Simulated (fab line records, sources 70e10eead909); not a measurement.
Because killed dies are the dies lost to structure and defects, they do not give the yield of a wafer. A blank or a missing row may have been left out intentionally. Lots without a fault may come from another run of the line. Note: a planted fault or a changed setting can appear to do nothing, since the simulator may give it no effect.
Which tool was responsible? :: flow nand_harc :: 6 lots, 16 wafers sampled, at 4 steps of a route of 1302

WHAT THE GAUGES READ, wafer by wafer
NHARC_A_ONON_D2_THK_MEAS_08: measures by ellipsometry.
lot: L677
measured: day 13 07:28
on: film_metro-01
thk_nm (nm): 998 997 997

lot: L683
measured: day 15 04:59
on: film_metro-01
thk_nm (nm): 999 999 999

lot: L684
measured: day 16 14:45
on: film_metro-01
thk_nm (nm): 1005 1003 1005

lot: L692
measured: day 20 01:00
on: film_metro-02
thk_nm (nm): 1574 1007

lot: L694
measured: day 20 11:37
on: film_metro-02
thk_nm (nm): 1559 989

lot: L697
measured: day 21 07:18
on: film_metro-02
thk_nm (nm): 995 992 994

WHAT TOOL EACH LOT RAN ON (gives the tool, then ch and the chambers of the sampled wafers, and finally the start)
lot: L677
NHARC_A_CHANNEL_FILL_D1_ETCHBACK_08: rie_diel-07 ch 0,1,3, day 12 09:13 or earlier
NHARC_A_DECK1_JOINT_ETCHBACK_00: rie_si-04 ch 0,3, day 12 09:13
NHARC_A_ONON_D2_DEP_06: pecvd_onon-04 ch 0, day 13 07:01

lot: L683
NHARC_A_CHANNEL_FILL_D1_ETCHBACK_08: rie_diel-09 ch 0,2,3, day 14 05:23 or earlier
NHARC_A_DECK1_JOINT_ETCHBACK_00: rie_si-01 ch 0,1,3, day 14 05:23
NHARC_A_ONON_D2_DEP_06: pecvd_onon-04 ch 0, day 15 04:28

lot: L684
NHARC_A_CHANNEL_FILL_D1_ETCHBACK_08: rie_diel-05 ch 0,1,2, day 15 14:32 or earlier
NHARC_A_DECK1_JOINT_ETCHBACK_00: rie_si-06 ch 1,3, day 15 14:32
NHARC_A_ONON_D2_DEP_06: pecvd_onon-04 ch 0, day 16 14:18

lot: L692
NHARC_A_CHANNEL_FILL_D1_ETCHBACK_08: rie_diel-09 ch 2,3, day 18 17:13 or earlier
NHARC_A_DECK1_JOINT_ETCHBACK_00: rie_si-01 ch 2,3, day 18 17:13
NHARC_A_ONON_D2_DEP_06: pecvd_onon-04 ch 0, day 20 00:33

lot: L694
NHARC_A_CHANNEL_FILL_D1_ETCHBACK_08: rie_diel-07 ch 1,3, day 19 06:44 or earlier
NHARC_A_DECK1_JOINT_ETCHBACK_00: rie_si-04 ch 1,3, day 19 06:44
NHARC_A_ONON_D2_DEP_06: pecvd_onon-04 ch 0, day 20 11:10

lot: L697
NHARC_A_CHANNEL_FILL_D1_ETCHBACK_08: rie_diel-07 ch 0,1,3, day 20 09:07 or earlier
NHARC_A_DECK1_JOINT_ETCHBACK_00: rie_si-01 ch 0,1,2, day 20 09:07
NHARC_A_ONON_D2_DEP_06: pecvd_onon-01 ch 0, day 21 06:50
- NHARC_A_CHANNEL_FILL_D1_ETCHBACK_08: etches the open film in C4F8, target depth 220 nm, time 110 s.
- NHARC_A_DECK1_JOINT_ETCHBACK_00: etches the open film in HBr, target depth 30 nm, time 17.4 s.
- NHARC_A_ONON_D2_DEP_06: target thk 1000 nm.

THE ANSWER, worked out from the rows above alone
Rule: the lots themselves supply what counts as usual. Put in order of their means at a reading, lots are off if they are a third of the lots or fewer, leave a main group of 4 or more, and stand apart from it by a gap of 3 or more times the standard deviation of the main group's means; of several such gaps the widest counts. A main group is skipped when, at the precision printed for the reading in the tables above, its means are all equal. Also off: a lot with no number at a reading for which 4 or more lots have one. Any other lot the step has rows for is counted as sound.
Off: L692, L694 (NHARC_A_ONON_D2_THK_MEAS_08, thk_nm). The main group: mean 999 nm, standard deviation 3.8.
If a tool, at a process step before that reading, ran all the lots that are off and no sound lot after the first of them, it fits. Those tools and the gauges at NHARC_A_ONON_D2_THK_MEAS_08 are tried in the same way. With no start given for some of its lots, NHARC_A_CHANNEL_FILL_D1_ETCHBACK_08 uses the hours and lot order of NHARC_A_DECK1_JOINT_ETCHBACK_00. One fits: pecvd_onon-04 at NHARC_A_ONON_D2_DEP_06. Its last sound lot is L684 (day 16 14:18), its first lot that is off L692 (day 20 00:33): a fault that began between those two fits.

WHAT THE SIMULATOR PUT IN
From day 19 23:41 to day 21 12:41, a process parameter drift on pecvd_onon-04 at NHARC_A_ONON_D2_DEP_06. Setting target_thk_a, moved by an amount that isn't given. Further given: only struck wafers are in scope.
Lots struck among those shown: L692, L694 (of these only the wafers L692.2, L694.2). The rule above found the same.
